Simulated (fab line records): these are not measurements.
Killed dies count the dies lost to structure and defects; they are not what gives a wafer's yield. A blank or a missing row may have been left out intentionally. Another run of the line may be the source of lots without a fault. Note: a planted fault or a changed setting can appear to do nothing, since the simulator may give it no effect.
2 desks, one fault / flow nandHarc / only its own numbers are on each desk; what lay behind them is given at the end

## DESK OF THE TOOL OWNER: rieDiel-04
The tool's own readings at NHARC_A_M1_STRIP_18 (strips in N2/H2): means of the sampled wafers that have a number, for each lot that ran on this tool. If a lot's mean is further than 4 standard deviations from the usual mean, the lot is out of limits and carries the mark OUT (the distance appears in the brackets).
Columns: A = drypumpMotorCurrentA at NHARC_A_M1_STRIP_18, usual 5.7 A; B = oesProductAu at NHARC_A_M1_STRIP_18, usual 0.998 a.u.; C = rfFwdPowerW at NHARC_A_M1_STRIP_18, usual 997 W; D = rfVppV at NHARC_A_M1_STRIP_18, usual 90.9 V; E = showerheadPlenumPTorr at NHARC_A_M1_STRIP_18, usual 2.08 Torr; F = throttleValvePct at NHARC_A_M1_STRIP_18, usual 14.171 %
lot=L741; first seen here=day 23 18:32; A=6.1; B=1.000; C=1000; D=90.6; E=2.09; F=14.171
lot=L742; first seen here=day 24 01:49; A=6.0; B=1.008; C=996; D=91.7; E=2.10; F=14.170
lot=L743; first seen here=day 24 08:04; A=5.8; B=1.004; C=996; D=91.3; E=2.09; F=14.170
lot=L744; first seen here=day 25 00:32; A=5.6; B=1.001; C=996; D=90.1; E=2.03; F=14.170
lot=L761; first seen here=day 31 10:32; A=5.8; B=0.995; C=996; D=90.8; E=2.07; F=14.172
lot=L762; first seen here=day 33 07:20; A=5.8; B=1.001; C=996; D=90.9; E=2.07; F=14.165
This desk's verdict: no lot among the 6 shows anything out of limits.

## FROM THE METROLOGY DESK
What the gauges read, lot by lot, whatever tool the lot ran on: means of the sampled wafers that have a number. If a lot's mean is further than 4 standard deviations from the usual mean, the lot is out of limits and carries the mark OUT (the distance appears in the brackets).
Columns: A = overlayXNm at NHARC_A_BONDPAD_OVL_MEAS_35, usual 1 nm; B = overlayYNm at NHARC_A_BONDPAD_OVL_MEAS_35, usual 0 nm; C = cdNm at NHARC_A_BONDPAD_CD_MEAS_13, usual 499.1 nm
lot=L739; first seen here=day 22 11:06; A=-2; B=-5; C=498.2
lot=L741; first seen here=day 23 22:45; A=5; B=1; C=497.9
lot=L742; first seen here=day 24 05:53; A=0; B=0; C=499.8
lot=L743; first seen here=day 24 12:16; A=9; B=4; C=500.2
lot=L744; first seen here=day 25 04:37; A=1; B=10; C=497.4
lot=L746; first seen here=day 26 17:37; A=5; B=-5; C=500.1
lot=L754; first seen here=day 29 05:17; A=-4; B=2; C=501.3
lot=L756; first seen here=day 30 06:57; A=-13; B=-1; C=497.6
lot=L761; first seen here=day 31 14:49; A=17; B=4; C=496.3
lot=L760; first seen here=day 31 18:31; A=-14; B=-8; C=500.4
lot=L762; first seen here=day 33 11:43; A=4; B=5; C=499.3
This desk's verdict: no lot among the 11 shows anything out of limits.

## ALL TOGETHER
The tool owner's desk saw nothing out of limits.
Nothing out of limits was seen by the metrology desk.

## WHAT WAS PUT IN BY THE SIMULATOR
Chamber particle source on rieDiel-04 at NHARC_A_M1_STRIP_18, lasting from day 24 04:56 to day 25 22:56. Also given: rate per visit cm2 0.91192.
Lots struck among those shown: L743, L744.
